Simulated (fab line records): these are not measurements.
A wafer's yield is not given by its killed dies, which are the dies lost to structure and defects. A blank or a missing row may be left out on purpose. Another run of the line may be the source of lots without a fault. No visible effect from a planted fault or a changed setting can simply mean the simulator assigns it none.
Problem report, 8D (eight disciplines) form, completed by code | flow n5Finfet | the parts of the form that need people (team, actions taken, sign-off) are left out
Where a reading is given only as a bound, like >300, the bound stands for it, and a mean or a difference that rests on one is marked > or <: the true number lies beyond.

1. THE ISSUE
Wafers with no fault read 508 with a standard deviation of 120, whereas rawDefectCount at N5_BEOL_M0_SAQP_INSPECT_16 reads a mean of 1500 on 1 wafer of 1 lot. That puts it +8.3 standard deviations away from the usual mean.
The step: inspects for defects (brightfield).
First seen on wafer L605.5, day 9 02:04, on defectInspect-02. Wafers with a number at this step in the record: 24, from 8 lots. Rule for "out" (also "out of limits"): further than 4 standard deviations from the usual mean. All remaining wafers that have a number are taken as sound.

2. WHAT THIS IS AND IS NOT
question                    | is               | is not
which readings at this step | rawDefectCount   | -
which lots                  | L605             | L595, L596, L601, L608, L609, L610, L612
which wafers of those lots  | L605.5           | L605.2, L605.6
read on which gauges        | defectInspect-02 | defectInspect-01
when                        | from day 9 02:04 | up to then (11 sound wafers); but 12 sound wafers of L608, L609, L610, L612 came after

3. WHAT RULES OUT EACH SUSPECT
Counting: any tool at a process step up to the reading remains a suspect provided it ran every lot that is out. Sound lots after the first of them don't rule it out here, since some wafers of a struck lot are sound.
- the gauge at N5_BEOL_M0_SAQP_INSPECT_16 is ruled out. All the wafers that are out were read on defectInspect-02, but those of them that N5_PASSIVATION_PROBE_49 has rows for are out there too, on other tools.
- cmp-03 at N5_MOL_CONTACT_COAG_CMP_52 (polishes, stops on SiO2, t overpolish 1.5 s, target thk 66.5 nm): kept. It ran the lot that is out, L605 (day 8 20:36); its last sound lot up to then is L601 (day 7 22:21).
- pecvd-04 at N5_BEOL_M0_SAQP_PECVD_97 (deposits SiNx from SiH4/NH3/N2, target thk 23 nm, time 19.9 s): kept. It ran the lot that is out, L605 (day 9 01:24); its last sound lot up to then is L601 (day 8 06:53).
- At N5_BEOL_M0_SAQP_PECVD_97 on pecvd-04, chamber 0 took the sound wafers of the same lots and chamber 1 took the wafers that are out.
After counting, cmp-03 at N5_MOL_CONTACT_COAG_CMP_52 and pecvd-04 at N5_BEOL_M0_SAQP_PECVD_97 remain.

4. THE CAUSE (what the simulator had put in)
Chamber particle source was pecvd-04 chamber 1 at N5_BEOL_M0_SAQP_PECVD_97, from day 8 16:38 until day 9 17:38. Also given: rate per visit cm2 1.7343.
After counting, 2 suspects remain, this tool included.

5. SEQUENCE OF EFFECTS, ordered by route
One row per reading whose mean, taken over the struck wafers that have a number, lies over 3 standard deviations from the usual. Only readings for which the record gives a usual standard deviation are gone through. hours: the time from each lot's start at the first step in this table that gives one to its start at this step, as a median over the lots. sigmas: the change in usual standard deviations.
hours | step                       | reading            | usual | on struck wafers | change | sigmas
0     | N5_BEOL_M0_SAQP_INSPECT_16 | rawDefectCount     | 508   | 1500             | +992   | +8.3
4     | N5_BEOL_M0_SAQP_INSPECT_42 | rawDefectCount     | 299   | 1412             | +1113  | +12
5     | N5_BEOL_M0_CUTY_INSPECT_59 | rawDefectCount     | 2.0   | >300             | >+298  | +99 or more
167   | N5_PASSIVATION_PROBE_49    | killed_at_M0_to_M3 | 34    | 80               | +46    | +4.6
167   | N5_PASSIVATION_PROBE_49    | killedOnRim        | 13    | 25               | +12    | +3.3
The process steps in it:
- N5_PASSIVATION_PROBE_49
Later measuring or inspecting steps at which every struck wafer that the step has a row for has a number for every such reading, and none has moved that far: N5_BEOL_M4_RC_MEAS_101.

6. HOW IT WOULD HAVE BEEN CAUGHT EARLIER
In this record the first reading out of limits at a measuring or inspecting step was taken at day 9 02:04, 9 hours after the fault began at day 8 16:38.
An alarm limit of 4 standard deviations would not have fired on the tool readings at N5_BEOL_M0_SAQP_PECVD_97 for which the record gives a usual standard deviation, since none of them was out on any struck wafer.
All the lots that are out (1) had begun N5_BEOL_M0_SAQP_PECVD_97 on pecvd-04 by day 9 02:04. Had the tool been put on hold then, not one of them would have been saved.
